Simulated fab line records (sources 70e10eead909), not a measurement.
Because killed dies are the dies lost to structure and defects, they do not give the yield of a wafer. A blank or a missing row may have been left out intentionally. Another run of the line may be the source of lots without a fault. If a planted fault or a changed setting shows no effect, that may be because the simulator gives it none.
Matching of chambers / flow nand-harc / 4 sister chambers for NHARC_A_BLC_DESCUM_15 on rie-diel-12
The step chemistry O2, time 3 s. 30 wafers are shown with their chamber, then 12 later ones without.

WAFERS, EACH WITH ITS CHAMBER
wafer=L074.1; chamber=0; showerhead-plenum-p-Torr (Torr)=1.98; drypump-motor-current-A (A)=6.4; oes-product-au (a.u.)=1.006
wafer=L074.2; chamber=3; showerhead-plenum-p-Torr (Torr)=1.85; drypump-motor-current-A (A)=6.0; oes-product-au (a.u.)=0.997
wafer=L074.6; chamber=0; showerhead-plenum-p-Torr (Torr)=1.98; drypump-motor-current-A (A)=6.4; oes-product-au (a.u.)=0.990
wafer=L075.1; chamber=1; showerhead-plenum-p-Torr (Torr)=1.89; drypump-motor-current-A (A)=5.1; oes-product-au (a.u.)=1.008
wafer=L075.3; chamber=0; showerhead-plenum-p-Torr (Torr)=1.98; drypump-motor-current-A (A)=6.5; oes-product-au (a.u.)=0.987
wafer=L075.6; chamber=2; showerhead-plenum-p-Torr (Torr)=1.86; drypump-motor-current-A (A)=5.7; oes-product-au (a.u.)=0.998
wafer=L078.4; chamber=2; showerhead-plenum-p-Torr (Torr)=1.86; drypump-motor-current-A (A)=5.7; oes-product-au (a.u.)=0.999
wafer=L078.5; chamber=0; showerhead-plenum-p-Torr (Torr)=1.98; drypump-motor-current-A (A)=6.5; oes-product-au (a.u.)=0.993
wafer=L078.6; chamber=3; showerhead-plenum-p-Torr (Torr)=1.85; drypump-motor-current-A (A)=6.1; oes-product-au (a.u.)=0.993
wafer=L079.2; chamber=2; showerhead-plenum-p-Torr (Torr)=1.86; drypump-motor-current-A (A)=5.7; oes-product-au (a.u.)=1.002
wafer=L079.5; chamber=2; showerhead-plenum-p-Torr (Torr)=1.86; drypump-motor-current-A (A)=5.7; oes-product-au (a.u.)=1.009
wafer=L079.6; chamber=0; showerhead-plenum-p-Torr (Torr)=1.98; drypump-motor-current-A (A)=6.5; oes-product-au (a.u.)=0.991
wafer=L083.1; chamber=3; showerhead-plenum-p-Torr (Torr)=1.85; drypump-motor-current-A (A)=6.1; oes-product-au (a.u.)=0.990
wafer=L083.5; chamber=0; showerhead-plenum-p-Torr (Torr)=1.98; drypump-motor-current-A (A)=6.4; oes-product-au (a.u.)=1.003
wafer=L083.6; chamber=1; showerhead-plenum-p-Torr (Torr)=1.88; drypump-motor-current-A (A)=5.1; oes-product-au (a.u.)=1.000
wafer=L086.1; chamber=3; showerhead-plenum-p-Torr (Torr)=1.85; drypump-motor-current-A (A)=6.1; oes-product-au (a.u.)=0.991
wafer=L086.2; chamber=0; showerhead-plenum-p-Torr (Torr)=1.98; drypump-motor-current-A (A)=6.5; oes-product-au (a.u.)=0.993
wafer=L086.3; chamber=1; showerhead-plenum-p-Torr (Torr)=1.88; drypump-motor-current-A (A)=5.1; oes-product-au (a.u.)=0.999
wafer=L089.3; chamber=3; showerhead-plenum-p-Torr (Torr)=1.85; drypump-motor-current-A (A)=6.1; oes-product-au (a.u.)=0.997
wafer=L089.5; chamber=3; showerhead-plenum-p-Torr (Torr)=1.85; drypump-motor-current-A (A)=6.1; oes-product-au (a.u.)=1.003
wafer=L089.6; chamber=2; showerhead-plenum-p-Torr (Torr)=1.86; drypump-motor-current-A (A)=5.7; oes-product-au (a.u.)=0.991
wafer=L088.1; chamber=0; showerhead-plenum-p-Torr (Torr)=1.98; drypump-motor-current-A (A)=6.5; oes-product-au (a.u.)=0.992
wafer=L088.3; chamber=2; showerhead-plenum-p-Torr (Torr)=1.86; drypump-motor-current-A (A)=5.7; oes-product-au (a.u.)=0.997
wafer=L088.4; chamber=3; showerhead-plenum-p-Torr (Torr)=1.85; drypump-motor-current-A (A)=6.1; oes-product-au (a.u.)=0.994
wafer=L091.1; chamber=2; showerhead-plenum-p-Torr (Torr)=1.86; drypump-motor-current-A (A)=5.7; oes-product-au (a.u.)=0.998
wafer=L091.2; chamber=3; showerhead-plenum-p-Torr (Torr)=1.84; drypump-motor-current-A (A)=6.0; oes-product-au (a.u.)=0.998
wafer=L091.5; chamber=1; showerhead-plenum-p-Torr (Torr)=1.88; drypump-motor-current-A (A)=5.1; oes-product-au (a.u.)=1.001
wafer=L090.1; chamber=3; showerhead-plenum-p-Torr (Torr)=1.84; drypump-motor-current-A (A)=6.1; oes-product-au (a.u.)=0.989
wafer=L090.3; chamber=2; showerhead-plenum-p-Torr (Torr)=1.86; drypump-motor-current-A (A)=5.7; oes-product-au (a.u.)=0.995
wafer=L090.5; chamber=2; showerhead-plenum-p-Torr (Torr)=1.86; drypump-motor-current-A (A)=5.7; oes-product-au (a.u.)=0.985

SIGNATURES (averages over the wafers above)
reading=showerhead-plenum-p-Torr; chamber 0=1.9800; chamber 1=1.8825; chamber 2=1.8600; chamber 3=1.8478; scatter within a chamber=0.00298
reading=drypump-motor-current-A; chamber 0=6.463; chamber 1=5.100; chamber 2=5.700; chamber 3=6.078; scatter within a chamber=0.0363
reading=oes-product-au; chamber 0=0.99438; chamber 1=1.00200; chamber 2=0.99711; chamber 3=0.99467; scatter within a chamber=0.0058
Rule: distance of a wafer from a chamber = root of the sum over the readings of ((wafer's reading minus chamber's mean) / reading's scatter) squared. The wafer belongs to the nearest chamber; if the next one is less than 2 further off, it can't be placed. How the scatter is found: for the shown wafers, subtract from each reading the mean of its chamber, square and add these, divide the total by (wafers less chambers), then take the root.

WAFERS WHOSE CHAMBER IS MISSING
wafer=L092.1; showerhead-plenum-p-Torr (Torr)=1.98; drypump-motor-current-A (A)=6.5; oes-product-au (a.u.)=0.993
wafer=L092.2; showerhead-plenum-p-Torr (Torr)=1.86; drypump-motor-current-A (A)=5.7; oes-product-au (a.u.)=0.980
wafer=L092.4; showerhead-plenum-p-Torr (Torr)=1.84; drypump-motor-current-A (A)=6.1; oes-product-au (a.u.)=0.992
wafer=L095.1; showerhead-plenum-p-Torr (Torr)=1.86; drypump-motor-current-A (A)=5.7; oes-product-au (a.u.)=1.008
wafer=L095.2; showerhead-plenum-p-Torr (Torr)=1.84; drypump-motor-current-A (A)=6.1; oes-product-au (a.u.)=0.993
wafer=L095.5; showerhead-plenum-p-Torr (Torr)=1.86; drypump-motor-current-A (A)=5.7; oes-product-au (a.u.)=0.993
wafer=L093.1; showerhead-plenum-p-Torr (Torr)=1.88; drypump-motor-current-A (A)=5.1; oes-product-au (a.u.)=1.001
wafer=L093.5; showerhead-plenum-p-Torr (Torr)=1.84; drypump-motor-current-A (A)=6.0; oes-product-au (a.u.)=1.013
wafer=L093.6; showerhead-plenum-p-Torr (Torr)=1.86; drypump-motor-current-A (A)=5.7; oes-product-au (a.u.)=0.983
wafer=L097.1; showerhead-plenum-p-Torr (Torr)=1.97; drypump-motor-current-A (A)=6.5; oes-product-au (a.u.)=0.982
wafer=L097.2; showerhead-plenum-p-Torr (Torr)=1.88; drypump-motor-current-A (A)=5.1; oes-product-au (a.u.)=0.997
wafer=L097.4; showerhead-plenum-p-Torr (Torr)=1.86; drypump-motor-current-A (A)=5.7; oes-product-au (a.u.)=0.999

WHICH CHAMBER EACH ONE RAN IN
wafer=L092.1; from the rows above=0; in truth=0
wafer=L092.2; from the rows above=2; in truth=2
wafer=L092.4; from the rows above=3; in truth=3
wafer=L095.1; from the rows above=2; in truth=2
wafer=L095.2; from the rows above=3; in truth=3
wafer=L095.5; from the rows above=2; in truth=2
wafer=L093.1; from the rows above=1; in truth=1
wafer=L093.5; from the rows above=3; in truth=3
wafer=L093.6; from the rows above=2; in truth=2
wafer=L097.1; from the rows above=0; in truth=0
wafer=L097.2; from the rows above=1; in truth=1
wafer=L097.4; from the rows above=2; in truth=2
Placed correctly: 12 of 12. Not placeable from these rows: 0. Placed wrongly: 0.
